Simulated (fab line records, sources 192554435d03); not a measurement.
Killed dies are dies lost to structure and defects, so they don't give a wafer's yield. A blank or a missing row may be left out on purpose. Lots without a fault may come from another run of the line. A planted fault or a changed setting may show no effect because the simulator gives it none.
fab line records | flow n5_finfet
record lots=9 wafers=27 last_day=17
route steps=1938 shown BEOL_M4@1111 BEOL_M7@1297 PASSIVATION@1936
lots that met no fault: from a run of the same line without faults
start_h: hours from the record's first day to the start of the lot's first wafer shown | wait_h: hours since the lot's step before | " the same as in the row above | L1.1+2: a row that stands for several wafers | - no value, or no start given | * or withheld: withheld | < > ~ a bound
route shown NAME@n: a module of which the file shows steps, and the number in the route of the first | usual: mean/standard deviation of fault-free wafers | same: alike in all rows | chamber/n: place in a boat | sites: the reading at each site | _std_site: their standard deviation | _edge_site: outer sites' mean less inner sites' | radius_mm: how far each site lies from the wafer's centre | mask NAME#n: copy n | behind: the tool/chamber that last shaped the wafer | hold: why the lot was held/for how many hours/how that ended | device: the transistor (n, p or np) that didn't switch | end of line: the same wafers' tests at the end of the route | a step without rows: its recipe alone | killed: dies lost to structure and defects at the first sort, not the wafer's yield | map: a wafer's dies, x killed, . not, _ none there
set.NAME: the setting as run; set.NAME@STEP: as run at that earlier step | model.NAME: the simulator's own value behind a step, which no gauge read
steps of the route over a sample of lots; a table a step, a row a wafer
services: from which hour (start_h, from the record's first day; less than 0 if before it) a tool's chamber was out of use, for how many hours, and why
## steps
# step N5_BEOL_M4_RC_MEAS_101
# usual DIBL_N=36.2/1.7 DIBL_P=36.2/2.2 IOFF_N=0.16/0.035 IOFF_P=0.21/0.042 ION_N=673/13 ION_P=462/7.9 SS_N=71.4/0.59 SS_P=73.2/0.7 VT_N=250/3.6 VT_P=-251/3.5
# columns lot.wafer tool chamber start_h wait_h DIBL_N[mV/V] DIBL_P[mV/V] IOFF_N[nA/um] IOFF_P[nA/um] ION_N[uA/um] ION_P[uA/um] SS_N[mV/dec] SS_P[mV/dec] VT_N[mV] VT_P[mV]
L901.1 prober-02 0 178.17 0.0 35.5 34.9 0.14 0.19 667 464 70.9 73.4 251 -251
L901.3 " 0 " " 34.1 33.8 0.12 0.18 673 467 70.8 72.8 250 -254
L901.6 " 0 " " 36.4 35.9 0.17 0.21 689 467 71.2 72.6 247 -250
L902.1 prober-01 0 188.64 0.0 39.8 40.7 0.25 0.32 705 485 72.4 74.7 240 -245
L902.3 " 0 " " 39.8 39.1 0.22 0.28 680 468 71.3 74.4 246 -248
L902.5 " 0 " " 41.5 41.8 0.28 0.36 688 478 72.1 74.7 243 -243
L907.1 prober-01 0 237.61 0.0 36.3 36.0 0.15 0.20 673 459 71.0 73.7 253 -253
L907.3 " 0 " " 38.6 38.3 0.20 0.24 670 456 71.4 74.2 248 -251
L907.6 " 0 " " 37.6 36.5 0.17 0.21 671 462 72.3 73.1 248 -250
L908.2 prober-01 0 240.28 0.2 33.6 32.4 0.11 0.16 655 450 70.5 71.7 251 -253
L908.3 " 0 " " 35.7 35.6 0.14 0.21 661 459 70.5 73.2 249 -251
L908.6 " 0 " " 33.9 32.6 0.11 0.17 666 455 70.8 73.0 255 -253
L909.2 prober-02 0 244.27 0.2 35.3 34.2 0.12 0.16 662 457 70.2 72.5 255 -255
L909.3 " 0 " " 37.7 37.2 0.16 0.19 686 458 71.1 73.5 249 -253
L909.4 " 0 " " 37.8 38.8 0.16 0.22 677 464 72.0 73.0 250 -252
L911.1 prober-01 0 244.91 0.0 37.7 39.0 0.17 0.26 668 463 71.2 73.8 251 -245
L911.2 " 0 " " 34.2 34.5 0.12 0.19 659 464 71.6 72.0 252 -250
L911.5 " 0 " " 35.3 36.8 0.14 0.22 666 460 71.3 73.0 250 -248
L913.1 prober-02 0 253.65 0.0 34.7 33.5 0.11 0.16 652 449 70.9 72.8 255 -254
L913.3 " 0 " " 32.8 31.6 0.10 0.13 648 441 70.4 72.4 258 -256
L913.5 " 0 " " 34.0 32.5 0.11 0.15 664 447 70.9 72.4 254 -256
L917.2 prober-02 0 284.14 0.2 36.3 37.8 0.16 0.21 675 458 70.9 73.4 251 -251
L917.5 " 0 " " 35.5 35.8 0.14 0.19 671 461 70.7 73.3 252 -251
L917.6 " 0 " " 34.4 34.4 0.12 0.16 667 454 71.0 73.1 253 -254
L918.1 prober-01 0 302.20 0.0 37.8 37.2 0.16 0.25 669 459 71.8 73.6 247 -247
L918.3 " 0 " " 36.2 34.0 0.12 0.19 673 462 71.5 72.6 255 -251
L918.4 " 0 " " 37.1 34.9 0.15 0.21 675 470 70.9 72.3 249 -249
# step N5_BEOL_M7_OVL_MEAS_29
# recipe points_per_wafer=522
# usual V6_OVL=0.5/0.81
# columns lot.wafer tool chamber start_h wait_h V6_OVL[nm]
L901.1 overlay-02 0 203.15 0.0 0.3
L901.3 " 0 " " 0.3
L901.6 " 0 " " 0.4
L902.1 overlay-01 0 212.96 0.0 0.5
L902.3 " 0 " " 1.7
L902.5 " 0 " " 1.5
L908.2 overlay-01 0 266.88 0.0 0.2
L908.3 " 0 " " 0.0
L908.6 " 0 " " 0.5
L907.1 overlay-01 0 267.15 0.0 0.7
L907.3 " 0 " " 0.9
L907.6 " 0 " " 0.0
L909.2 overlay-01 0 271.48 0.0 0.1
L909.3 " 0 " " -0.5
L909.4 " 0 " " 0.2
L911.1 overlay-02 0 273.12 0.0 1.0
L911.2 " 0 " " 1.4
L911.5 " 0 " " 1.6
L913.1 overlay-02 0 280.10 0.0 1.4
L913.3 " 0 " " -0.1
L913.5 " 0 " " 0.4
L917.2 overlay-02 0 307.08 0.0 1.7
L917.5 " 0 " " 1.3
L917.6 " 0 " " 0.9
L918.1 overlay-01 0 331.12 0.0 0.3
L918.3 " 0 " " 0.6
L918.4 " 0 " " 0.1
# step N5_BEOL_M7_STRIP_36
# recipe chemistry=N2/H2 power_w=450 temp_c=40 pressure_mtorr=20 rf_frequency_hz=6e+07 overash_fraction=0.3 bias_power_w=7 h2_frac=0.5 n2_flow_sccm=200 h2_flow_sccm=200
# usual drypump_motor_current_A=5.7/0.53 h2_flow_sccm=200.0/0.57 n2_flow_sccm=200.0/0.57 oes_product_au=0.78/0.094 rf_vpp_V=59.4/1.3 showerhead_plenum_p_Torr=2.59/0.1 throttle_valve_pct=23.8/0.39
# columns lot.wafer tool chamber start_h wait_h drypump_motor_current_A h2_flow_sccm n2_flow_sccm oes_product_au rf_hours_counter_h rf_vpp_V showerhead_plenum_p_Torr throttle_valve_pct
L901.1 rie_diel-05 3 203.70 0.0 5.6 201.3 200.5 0.73 172 59.0 2.65 23.6
L901.3 " 0 " " 6.2 199.9 201.2 0.69 225 60.0 2.40 23.9
L901.6 " 2 " " 5.0 200.2 199.6 0.71 - 59.1 2.64 24.6
L902.1 rie_diel-05 1 213.28 0.0 5.7 198.8 199.6 0.87 58 57.8 2.57 23.9
L902.3 " 2 " " 5.0 200.4 198.9 0.73 201 57.4 2.64 24.6
L902.5 " 2 " " 5.0 199.8 201.1 0.73 - 59.9 2.64 24.6
L908.2 rie_diel-02 3 267.20 0.0 5.5 200.2 199.7 0.73 176 60.1 2.63 23.8
L908.3 " 2 " " 5.0 199.6 199.8 0.92 27 58.8 2.69 23.1
L908.6 " 0 " " 5.2 199.9 200.6 0.72 - 59.5 2.62 23.7
L907.1 rie_diel-02 0 267.60 0.0 5.1 199.8 200.1 0.71 182 60.0 2.62 23.7
L907.3 " 3 " " 5.5 200.8 199.8 0.74 176 58.8 2.63 23.8
L907.6 " 0 " " 5.2 199.5 199.7 0.72 - 58.5 2.62 23.7
L909.2 rie_diel-05 1 271.91 0.0 5.7 200.2 199.4 0.84 73 60.2 2.57 23.9
L909.3 " 0 " " 6.2 199.8 200.7 0.70 244 58.8 2.39 23.9
L909.4 " 3 " " 5.6 200.1 199.9 0.71 191 56.0 2.64 23.6
L911.1 rie_diel-02 0 273.44 0.0 5.2 200.1 199.1 0.72 183 58.6 2.62 23.7
L911.2 " 2 " " 5.0 200.2 199.9 0.91 28 59.5 2.69 23.1
L911.5 " 1 " " 5.6 200.1 200.9 0.93 - 60.8 2.71 24.4
L913.1 rie_diel-05 0 280.67 0.0 6.2 199.5 200.2 0.70 247 57.1 2.39 23.9
L913.3 " 1 " " 5.7 199.5 200.0 0.83 76 59.7 2.56 23.9
L913.5 " 0 " " 6.2 199.6 199.6 0.70 - 56.8 2.39 23.9
L917.2 rie_diel-05 3 307.40 0.0 5.6 198.8 200.4 0.71 202 59.6 2.64 23.7
L917.5 " 3 " " 5.6 199.7 199.1 0.71 - 58.2 2.64 23.7
L917.6 " 2 " " 5.0 200.6 200.0 0.68 - 55.6 2.63 24.7
L918.1 rie_diel-06 1 331.57 0.0 6.6 200.3 199.9 0.82 80 60.5 2.68 23.4
L918.3 " 0 " " 5.1 200.6 199.8 0.70 201 58.6 2.40 23.5
L918.4 " 2 " " 5.9 200.1 200.4 0.87 29 58.2 2.48 23.6
# step N5_BEOL_M7_TRENCH_ETCH_37
# recipe chemistry=C4F6/O2 target_depth_a=934.78 target=SiCOH_lowk time_s=31.2 ion_energy_ev=250 pressure_mtorr=30 source_w=345 bias_w=185 Ar_flow_sccm=300 C4F6_flow_sccm=10 O2_flow_sccm=10
# usual C4F6_flow_sccm=10.00/0.032 O2_flow_sccm=10.00/0.032 drypump_motor_current_A=5.7/0.53 oes_product_au=0.78/0.092 rf_vpp_V=668/10 showerhead_plenum_p_Torr=2.89/0.11 throttle_valve_pct=20.94/0.25
# columns lot.wafer tool chamber start_h wait_h C4F6_flow_sccm O2_flow_sccm drypump_motor_current_A oes_product_au rf_hours_counter_h rf_vpp_V showerhead_plenum_p_Torr throttle_valve_pct
L901.1 rie_diel-05 3 203.74 - 9.93 9.98 5.6 0.73 172 672 2.96 20.77
L901.3 " 0 " " 10.01 10.01 6.2 0.72 225 668 2.68 21.06
L901.6 " 2 " " 10.01 10.02 5.0 0.72 - 666 2.95 21.45
L902.1 rie_diel-05 1 213.32 - 10.01 10.00 5.7 0.86 58 680 2.87 20.83
L902.3 " 2 " " 10.02 9.95 5.0 0.72 201 665 2.95 21.47
L902.5 " 2 " " 9.99 9.97 5.0 0.73 - 666 2.95 21.46
L908.2 rie_diel-02 3 267.24 - 9.98 10.01 5.5 0.73 176 663 2.94 21.14
L908.3 " 2 " " 9.92 10.00 5.0 0.90 27 689 3.05 20.74
L908.6 " 0 " " 10.02 9.98 5.2 0.71 - 655 2.93 21.24
L907.1 rie_diel-02 0 267.64 - - - - - - - - -
L907.3 " 3 " " - - - - - - - -
L907.6 " 0 " " - - - - - - - -
L909.2 rie_diel-05 1 271.95 - - - - - - - - -
L909.3 " 0 " " - - - - - - - -
L909.4 " 3 " " - - - - - - - -
L911.1 rie_diel-02 0 273.48 - 9.99 9.99 5.1 0.71 183 655 2.93 21.26
L911.2 " 2 " " 10.03 10.00 5.0 0.91 28 690 3.04 20.75
L911.5 " 1 " " 10.00 10.05 5.6 0.93 - 668 2.99 21.01
L913.1 rie_diel-05 0 280.71 - 9.97 10.01 6.2 0.70 247 666 2.67 21.08
L913.3 " 1 " " 9.98 10.02 5.7 0.82 76 681 2.86 20.86
L913.5 " 0 " " 10.03 10.02 6.2 0.70 - 666 2.67 21.09
L917.2 rie_diel-05 3 307.44 - 10.03 9.99 5.6 0.70 202 672 2.95 20.81
L917.5 " 3 " " 10.01 9.97 5.6 0.71 - 671 2.95 20.81
L917.6 " 2 " " 9.97 10.04 5.0 0.70 - 665 2.94 21.51
L918.1 rie_diel-06 1 331.61 - 9.97 9.97 6.6 0.81 80 669 2.98 20.58
L918.3 " 0 " " 10.00 10.09 5.1 0.71 201 663 2.70 20.99
L918.4 " 2 " " 10.01 9.98 5.9 0.88 29 654 2.77 20.79
# step N5_BEOL_M7_OCD_MEAS_38
# usual trench_depth_nm=93.2/1.7
# columns lot.wafer tool chamber start_h wait_h trench_depth_nm
L901.1 ocd-02 - 203.90 - 92.6
L901.3 " - " " 95.2
L901.6 " - " " 93.3
L902.1 ocd-01 - 213.48 - 94.2
L902.3 " - " " 93.9
L902.5 " - " " 93.9
L908.2 ocd-02 - 267.39 - 93.4
L908.3 " - " " 93.3
L908.6 " - " " 90.3
L907.1 ocd-01 - 267.79 - 0
L907.3 " - " " 0
L907.6 " - " " 0.2
L909.2 ocd-01 - 272.11 - 0.1
L909.3 " - " " 0
L909.4 " - " " 0.0
L911.1 ocd-01 - 273.64 - 91.4
L911.2 " - " " 94.2
L911.5 " - " " 95.3
L913.1 ocd-01 - 280.87 - 94.7
L913.3 " - " " 92.4
L913.5 " - " " 94.5
L917.2 ocd-02 - 307.60 - 92.9
L917.5 " - " " 92.3
L917.6 " - " " 92.6
L918.1 ocd-01 - 331.77 - 92.9
L918.3 " - " " 93.2
L918.4 " - " " 96.4
# step N5_BEOL_M7_PRE_CLEAN_45
# recipe gas=H2/He time_s=30 temp_c=250
# usual heater_power_w=339/35
# columns lot.wafer tool chamber start_h wait_h heater_power_w
L901.1 pvd_sputter-02 - 205.17 0.0 329
L901.3 " - " " 313
L901.6 " - " " 359
L902.1 pvd_sputter-01 - 214.18 0.0 376
L902.3 " - " " 335
L902.5 " - " " 302
L908.2 pvd_sputter-03 - 268.18 0.0 395
L908.3 " - " " 328
L908.6 " - " " 345
L907.1 pvd_sputter-01 - 268.36 0.0 306
L907.3 " - " " 286
L907.6 " - " " 361
L909.2 pvd_sputter-03 - 272.70 0.0 403
L909.3 " - " " 349
L909.4 " - " " 377
L911.1 pvd_sputter-03 - 275.44 0.0 396
L911.2 " - " " 363
L911.5 " - " " 328
L913.1 pvd_sputter-03 - 283.09 0.0 326
L913.3 " - " " 345
L913.5 " - " " 330
L917.2 pvd_sputter-03 - 308.46 0.0 390
L917.5 " - " " 342
L917.6 " - " " 404
L918.1 pvd_sputter-02 - 332.32 0.0 309
L918.3 " - " " 314
L918.4 " - " " 338
# step N5_PASSIVATION_PROBE_49
# usual defect_limited_yield=91.4/1.4 killed_at_M0_to_M3=31/10 killed_at_M4_up=14/5.6 killed_at_contacts=13/6.3 killed_at_front_end=39/10 killed_at_other=4/3.1 killed_dies=101/16 killed_on_rim=13/3.9 killed_open=65/13 killed_short=34/7.2 sort_bin_4_leakage=0.00/0.007 sort_bin_5_function=5.1/0.88 sort_bin_6_memory=3.2/0.66 sort_n_pass=1079/16 sort_yield_pct=91.4/1.4
# same gross_dies=1180 killed_at_back_side=0 sort_bin_8_speed[%]=0
# columns lot.wafer tool chamber start_h wait_h defect_limited_yield[%] killed_at_M0_to_M3 killed_at_M4_up killed_at_contacts killed_at_front_end killed_at_other killed_dies killed_on_rim killed_open killed_short sort_bin_4_leakage[%] sort_bin_5_function[%] sort_bin_6_memory[%] sort_n_pass sort_yield_pct[%]
L901.1 prober-02 - 286.84 0.0 90.8 44 16 5 34 10 109 19 74 35 0 6.5 2.6 1071 90.8
L901.3 prober-02 - 286.94 0.1 90.3 43 32 12 22 5 114 19 80 32 0 5.8 3.6 1066 90.3
L901.6 prober-02 - 287.09 0.3 91.8 32 20 12 28 5 97 11 62 35 0 4.7 3.2 1083 91.8
L908.2 prober-01 - 340.85 0.1 93.1 22 13 11 33 3 82 9 45 35 0 3.8 2.9 1098 93.1
L908.3 prober-01 - 340.90 0.1 89.0 38 33 2 54 3 130 21 90 39 0 6.9 3.5 1050 89.0
L908.6 prober-01 - 341.05 0.3 87.8 52 17 17 57 1 144 14 99 44 0 7.3 4.2 1036 87.8
L907.1 prober-01 - 344.96 0.0 0 33 1105 16 24 2 1180 152 61 28 0 96.4 3.2 0 0
L907.3 prober-01 - 345.06 0.1 0 21 1114 8 36 1 1180 152 65 18 0 97.3 2.6 0 0
L907.6 prober-01 - 345.21 0.3 0 28 1115 11 26 0 1180 152 57 28 0 97.5 2.3 0 0
L909.2 prober-01 - 346.59 0.1 0 33 1094 17 32 4 1180 152 57 40 0 96.8 3.0 0 0
L909.3 prober-01 - 346.64 0.1 0 55 1071 18 36 0 1180 152 81 47 0 95.8 3.6 0 0
L909.4 prober-01 - 346.69 0.2 0 36 1094 19 27 4 1180 152 68 29 0 97.5 2.3 0 0
L911.1 prober-02 - 351.01 0.0 89.2 43 13 23 44 5 128 21 93 33 0 6.1 4.6 1052 89.2
L911.2 prober-02 - 351.06 0.1 91.8 22 16 21 34 4 97 5 60 37 0 4.0 3.6 1083 91.8
L911.5 prober-02 - 351.21 0.2 89.9 16 22 24 51 6 119 14 67 50 0 6.4 3.0 1061 89.9
L913.1 prober-02 - 361.99 0.0 91.6 16 15 25 43 0 99 16 63 36 0 4.5 3.6 1081 91.6
L913.3 prober-02 - 362.09 0.1 93.1 25 13 6 32 5 81 12 50 29 0 4.5 2.2 1099 93.1
L913.5 prober-02 - 362.19 0.2 90.8 24 18 21 44 1 108 15 67 39 0 5.1 3.6 1072 90.8
L917.2 prober-01 - 391.34 0.1 92.2 33 13 7 36 3 92 11 52 38 0 4.7 2.8 1088 92.2
L917.5 prober-01 - 391.49 0.2 91.8 40 17 8 30 2 97 12 58 37 0 4.7 3.0 1083 91.8
L917.6 prober-01 - 391.54 0.3 92.4 36 7 5 41 1 90 12 56 32 0 4.9 2.3 1090 92.4
L918.1 prober-02 - 405.17 0.0 92.3 29 13 19 29 1 91 10 47 42 0 4.7 2.9 1089 92.3
L918.3 prober-02 - 405.27 0.1 92.3 28 12 10 36 5 91 15 56 30 0 4.2 2.6 1089 92.3
L918.4 prober-02 - 405.32 0.2 91.0 31 20 8 41 6 106 11 64 39 0 5.8 2.7 1074 91.0
# killed by level:class
L901.1 BEOL_M3:geometric_particle:open=10 BEOL_M2:geometric_particle:open=9 DUMMY_GATE:geometric_particle:open=9 BEOL_M0_SAQP:geometric_particle:short=8 BEOL_M0_SAQP:geometric_particle:open=8 BEOL_M4:geometric_particle:short=6 BEOL_M1:geometric_particle:open=6 FIN_SAQP:geometric_particle:open=5
L901.3 BEOL_M4:geometric_particle:open=21 BEOL_M2:geometric_particle:open=14 BEOL_M0_SAQP:geometric_particle:short=10 MOL_CONTACT_COAG:geometric_particle:open=9 BEOL_M3:geometric_particle:open=7 STI_FIN_REVEAL:geometric_particle:open=5 STARTING-WAFER:geometric_particle:open=4 FIN_SAQP:geometric_particle:short=3
L901.6 BEOL_M4:geometric_particle:open=14 MOL_CONTACT_COAG:geometric_particle:open=7 BEOL_M0_SAQP:geometric_particle:short=7 STI_FIN_REVEAL:geometric_particle:open=6 BEOL_M0_SAQP:geometric_particle:open=6 MOL_CONTACT_COAG:geometric_particle:short=5 BEOL_M3:geometric_particle:open=5 BEOL_M3:geometric_particle:short=4
L908.2 FIN_SAQP:geometric_particle:short=9 MOL_CONTACT_COAG:geometric_particle:open=8 BEOL_M1:geometric_particle:open=7 BEOL_M4:geometric_particle:open=7 STARTING-WAFER:geometric_particle:short=6 DUMMY_GATE:geometric_particle:open=5 FIN_SAQP:geometric_particle:open=4 BEOL_M0_SAQP:geometric_particle:short=4
L908.3 BEOL_M4:geometric_particle:open=21 FIN_SAQP:geometric_particle:open=13 BEOL_M1:geometric_particle:open=12 FIN_SAQP:geometric_particle:short=11 GATE_CUT:geometric_particle:open=8 GATE_CUT:geometric_particle:short=6 BEOL_M0:geometric_particle:open=6 BEOL_M3:geometric_particle:open=6
L908.6 FIN_SAQP:geometric_particle:open=15 BEOL_M1:geometric_particle:open=14 STI_FIN_REVEAL:geometric_particle:open=12 MOL_CONTACT_COAG:geometric_particle:open=11 BEOL_M2:geometric_particle:open=9 BEOL_M4:geometric_particle:open=9 BEOL_M3:geometric_particle:open=8 FIN_SAQP:geometric_particle:short=7
L907.1 BEOL_M7:area_etch=1091 MOL_CONTACT_COAG:geometric_particle:open=13 BEOL_M3:geometric_particle:open=7 FIN_SAQP:geometric_particle:open=6 BEOL_M4:geometric_particle:open=6 BEOL_M1:geometric_particle:open=6 BEOL_M2:geometric_particle:open=5 STI_FIN_REVEAL:geometric_particle:open=4
L907.3 BEOL_M7:area_etch=1097 STI_FIN_REVEAL:geometric_particle:open=14 MOL_CONTACT_COAG:geometric_particle:open=8 BEOL_M2:geometric_particle:open=7 BEOL_M4:geometric_particle:open=7 FIN_SAQP:geometric_particle:open=5 BEOL_M0_SAQP:geometric_particle:open=4 STARTING-WAFER:geometric_particle:open=4
L907.6 BEOL_M7:area_etch=1095 BEOL_M4:geometric_particle:open=11 MOL_CONTACT_COAG:geometric_particle:open=8 BEOL_M0_SAQP:geometric_particle:short=8 STI_FIN_REVEAL:geometric_particle:open=7 DUMMY_GATE:geometric_particle:open=4 BEOL_M0_SAQP:geometric_particle:open=4 BEOL_M1:geometric_particle:open=4
L909.2 BEOL_M7:area_etch=1083 BEOL_M0_SAQP:geometric_particle:short=13 MOL_CONTACT_COAG:geometric_particle:open=12 BEOL_M4:geometric_particle:open=8 FIN_SAQP:geometric_particle:open=7 BEOL_M0:geometric_particle:open=7 FIN_SAQP:geometric_particle:short=6 STI_FIN_REVEAL:geometric_particle:open=6
L909.3 BEOL_M7:area_etch=1050 BEOL_M0_SAQP:geometric_particle:short=16 MOL_CONTACT_COAG:geometric_particle:open=16 FIN_SAQP:geometric_particle:short=12 BEOL_M0_SAQP:geometric_particle:open=10 BEOL_M3:geometric_particle:open=9 BEOL_M4:geometric_particle:open=9 STI_FIN_REVEAL:geometric_particle:open=7
L909.4 BEOL_M7:area_etch=1080 MOL_CONTACT_COAG:geometric_particle:open=15 FIN_SAQP:geometric_particle:open=8 BEOL_M0_SAQP:geometric_particle:short=8 BEOL_M0_SAQP:geometric_particle:open=7 FIN_SAQP:geometric_particle:short=6 BEOL_M0:geometric_particle:open=6 STI_FIN_REVEAL:geometric_particle:open=4
L911.1 MOL_CONTACT_COAG:geometric_particle:open=19 STI_FIN_REVEAL:geometric_particle:open=14 BEOL_M2:geometric_particle:open=10 BEOL_M1:geometric_particle:open=9 BEOL_M0_SAQP:geometric_particle:short=7 FIN_SAQP:geometric_particle:open=6 BEOL_M0_SAQP:geometric_particle:open=6 BEOL_M4:geometric_particle:open=5
L911.2 MOL_CONTACT_COAG:geometric_particle:open=14 BEOL_M5:geometric_particle:open=8 GATE_CUT:geometric_particle:short=7 MOL_CONTACT_COAG:geometric_particle:short=7 STI_FIN_REVEAL:geometric_particle:open=6 BEOL_M3:geometric_particle:open=6 STARTING-WAFER:geometric_particle:open=6 BEOL_M1:geometric_particle:open=4
L911.5 MOL_CONTACT_COAG:geometric_particle:open=17 FIN_SAQP:geometric_particle:short=11 GATE_CUT:geometric_particle:short=10 BEOL_M4:geometric_particle:open=10 STI_FIN_REVEAL:geometric_particle:open=7 MOL_CONTACT_COAG:geometric_particle:short=7 BEOL_M5:geometric_particle:open=5 STI_FIN_REVEAL:geometric_particle:short=4
L913.1 MOL_CONTACT_COAG:geometric_particle:open=19 FIN_SAQP:geometric_particle:short=9 BEOL_M4:geometric_particle:open=9 FIN_SAQP:geometric_particle:open=8 GATE_CUT:geometric_particle:short=8 MOL_CONTACT_COAG:geometric_particle:short=6 BEOL_M0_SAQP:geometric_particle:open=5 STARTING-WAFER:geometric_particle:open=5
L913.3 BEOL_M2:geometric_particle:open=7 FIN_SAQP:geometric_particle:short=6 MOL_CONTACT_COAG:geometric_particle:open=6 GATE_CUT:geometric_particle:short=5 BEOL_M0_SAQP:geometric_particle:open=5 BEOL_M0_SAQP:geometric_particle:short=5 BEOL_M4:geometric_particle:open=5 FIN_SAQP:geometric_particle:open=4
L913.5 MOL_CONTACT_COAG:geometric_particle:open=20 FIN_SAQP:geometric_particle:short=17 BEOL_M4:geometric_particle:open=9 BEOL_M0_SAQP:geometric_particle:short=8 FIN_SAQP:geometric_particle:open=6 GATE_CUT:geometric_particle:short=6 BEOL_M0_SAQP:geometric_particle:open=6 BEOL_M2:geometric_particle:open=6
L917.2 BEOL_M0_SAQP:geometric_particle:open=9 BEOL_M0_SAQP:geometric_particle:short=8 BEOL_M4:geometric_particle:open=6 FIN_SAQP:geometric_particle:short=5 STARTING-WAFER:geometric_particle:short=5 FIN_SAQP:geometric_particle:open=4 STI_FIN_REVEAL:geometric_particle:open=4 DUMMY_GATE:geometric_particle:open=4
L917.5 BEOL_M0_SAQP:geometric_particle:short=10 BEOL_M0_SAQP:geometric_particle:open=9 MOL_CONTACT_COAG:geometric_particle:open=8 FIN_SAQP:geometric_particle:short=7 BEOL_M2:geometric_particle:open=5 STI_FIN_REVEAL:geometric_particle:open=4 BEOL_M4:geometric_particle:open=4 BEOL_M3:geometric_particle:open=4
L917.6 BEOL_M0_SAQP:geometric_particle:open=12 FIN_SAQP:geometric_particle:short=11 FIN_SAQP:geometric_particle:open=9 STI_FIN_REVEAL:geometric_particle:open=7 BEOL_M1:geometric_particle:open=6 BEOL_M2:geometric_particle:open=5 BEOL_M2:geometric_particle:short=5 BEOL_M0_SAQP:geometric_particle:short=4
L918.1 MOL_CONTACT_COAG:geometric_particle:open=13 BEOL_M0_SAQP:geometric_particle:short=9 GATE_CUT:geometric_particle:short=8 BEOL_M3:geometric_particle:open=7 MOL_CONTACT_COAG:geometric_particle:short=6 DUMMY_GATE:geometric_particle:open=5 FIN_SAQP:geometric_particle:open=4 BEOL_M6:geometric_particle:open=4
L918.3 FIN_SAQP:geometric_particle:short=12 BEOL_M0_SAQP:geometric_particle:open=10 MOL_CONTACT_COAG:geometric_particle:open=9 BEOL_M4:geometric_particle:open=6 BEOL_M1:geometric_particle:open=5 HKMG_FIN:area_etch=5 BEOL_M0_SAQP:geometric_particle:short=4 DUMMY_GATE:geometric_particle:open=3
L918.4 FIN_SAQP:geometric_particle:open=8 BEOL_M3:geometric_particle:open=8 FIN_SAQP:geometric_particle:short=7 GATE_CUT:geometric_particle:short=6 MOL_CONTACT_COAG:geometric_particle:open=6 BEOL_M2:geometric_particle:open=6 STARTING-WAFER:geometric_particle:open=6 BEOL_M3:geometric_particle:short=5
## services
# columns tool chamber start_h hours kind
rie_diel-06 2 207.73 - clean
rie_diel-06 2 207.73 - consumable_replace:focus_ring
rie_diel-06 2 207.73 13.7 scheduled_down
rie_diel-06 2 207.73 13.7 vent_cycle
rie_diel-02 2 209.65 5.9 repair
rie_diel-06 - 213.63 0.3 repair
rie_diel-06 2 290.72 8.7 repair
rie_diel-05 0 302.92 10.6 repair
rie_diel-06 1 313.56 3.6 repair
rie_diel-06 - 324.61 2.8 pm
rie_diel-02 2 330.09 1.6 repair
## key
first_sign step=N5_BEOL_M7_TRENCH_ETCH_37 reading=tool_record direction=missing
effect step=N5_BEOL_M7_OCD_MEAS_38 reading=trench_depth_nm direction=down sigmas=55 usual=93.2 struck=0.1
effect step=N5_PASSIVATION_PROBE_49 reading=killed_at_M4_up direction=up sigmas=99+ usual=14 struck=1099
more_kills_born_at N5_BEOL_M7_TRENCH_ETCH_37@rie_diel-02=3283 N5_BEOL_M7_TRENCH_ETCH_37@rie_diel-05=3213
met_at N5_BEOL_M7_TRENCH_ETCH_37
struck_lots L907,L909
later_rows_left_out L907.1,L907.3,L907.6,L909.2,L909.3,L909.4
not_acting_at N5_BEOL_M7_OVL_MEAS_29,N5_BEOL_M7_STRIP_36,N5_BEOL_M7_PRE_CLEAN_45
onset_between 267.24 267.64
fault kind=skipped_step_whole tool=rie_diel-02,rie_diel-05 chamber=- onset_h=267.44 steps=N5_BEOL_M7_TRENCH_ETCH_37 scope=struck_lots_only
# later_rows_left_out: the simulator's readings of these wafers behind a module that went badly wrong aren't trusted and aren't shown, but for the sort
